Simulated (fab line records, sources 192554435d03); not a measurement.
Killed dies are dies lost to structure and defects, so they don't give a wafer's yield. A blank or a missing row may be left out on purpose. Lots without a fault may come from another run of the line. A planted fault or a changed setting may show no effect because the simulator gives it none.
Chamber matching | flow n5_finfet | N5_BEOL_M2_PECVD_72 on pecvd-04: 3 sister chambers
The step deposits SiO2 from TEOS/O2, target thk 16 nm, time 18 s. 16 wafers are shown with their chamber, then 8 later ones without.

WAFERS WITH THEIR CHAMBER
wafer  | chamber | throttle_valve_pct (%) | showerhead_plenum_p_Torr (Torr) | heater_power_outer_w (W)
L074.2 | 1       | 22.7                   | 8.78                            | 408
L074.3 | 0       | 27.1                   | 8.79                            | 432
L074.5 | 0       | 27.0                   | 8.78                            | 442
L076.1 | 2       | 20.6                   | 8.70                            | 476
L076.3 | 0       | 27.3                   | 8.77                            | 371
L076.5 | 1       | 22.8                   | 8.78                            | 395
L081.1 | 0       | 27.1                   | 8.77                            | 384
L081.4 | 0       | 27.6                   | 8.78                            | 381
L081.6 | 2       | 20.8                   | 8.68                            | 464
L085.2 | 1       | 22.2                   | 8.81                            | 420
L085.3 | 1       | 22.9                   | 8.81                            | 414
L085.5 | 1       | 22.6                   | 8.79                            | 416
L086.1 | 1       | 23.0                   | 8.79                            | 408
L086.5 | 0       | 27.6                   | 8.78                            | 429
L086.6 | 1       | 23.0                   | 8.79                            | 415
L094.2 | 0       | 27.9                   | 8.78                            | 441

SIGNATURES (means of the wafers above)
reading                  | chamber 0 | chamber 1 | chamber 2 | scatter within a chamber
throttle_valve_pct       | 27.371    | 22.743    | 20.700    | 0.3
showerhead_plenum_p_Torr | 8.7786    | 8.7929    | 8.6900    | 0.0105
heater_power_outer_w     | 411.43    | 410.86    | 470.00    | 22.1
Rule: a wafer's distance from a chamber is the root of the sum, over the readings, of the square of ((its reading less the chamber's mean) divided by the reading's scatter). The wafer belongs to the nearest chamber; if the next one is less than 2 further off, it can't be placed. The scatter: the root of (the sum of the squares of (reading less its chamber's mean) over the shown wafers, divided by (wafers less chambers)).

WAFERS WITHOUT THEIR CHAMBER
wafer  | throttle_valve_pct (%) | showerhead_plenum_p_Torr (Torr) | heater_power_outer_w (W)
L094.4 | 22.7                   | 8.78                            | 334
L094.5 | 28.1                   | 8.77                            | 441
L093.1 | 20.8                   | 8.68                            | 407
L093.4 | 27.8                   | 8.78                            | 390
L093.5 | 20.9                   | 8.70                            | 416
L096.2 | 27.9                   | 8.80                            | 443
L096.3 | 22.5                   | 8.76                            | 350
L096.6 | 22.7                   | 8.80                            | 354

WHICH CHAMBER EACH WENT THROUGH
wafer  | from the rows above | in truth
L094.4 | 1                   | 1
L094.5 | 0                   | 0
L093.1 | 2                   | 2
L093.4 | 0                   | 0
L093.5 | 2                   | 2
L096.2 | 0                   | 0
L096.3 | 1                   | 1
L096.6 | 1                   | 1
Placed correctly: 8 of 8. Can't be placed from these rows: 0. Placed wrongly: 0.
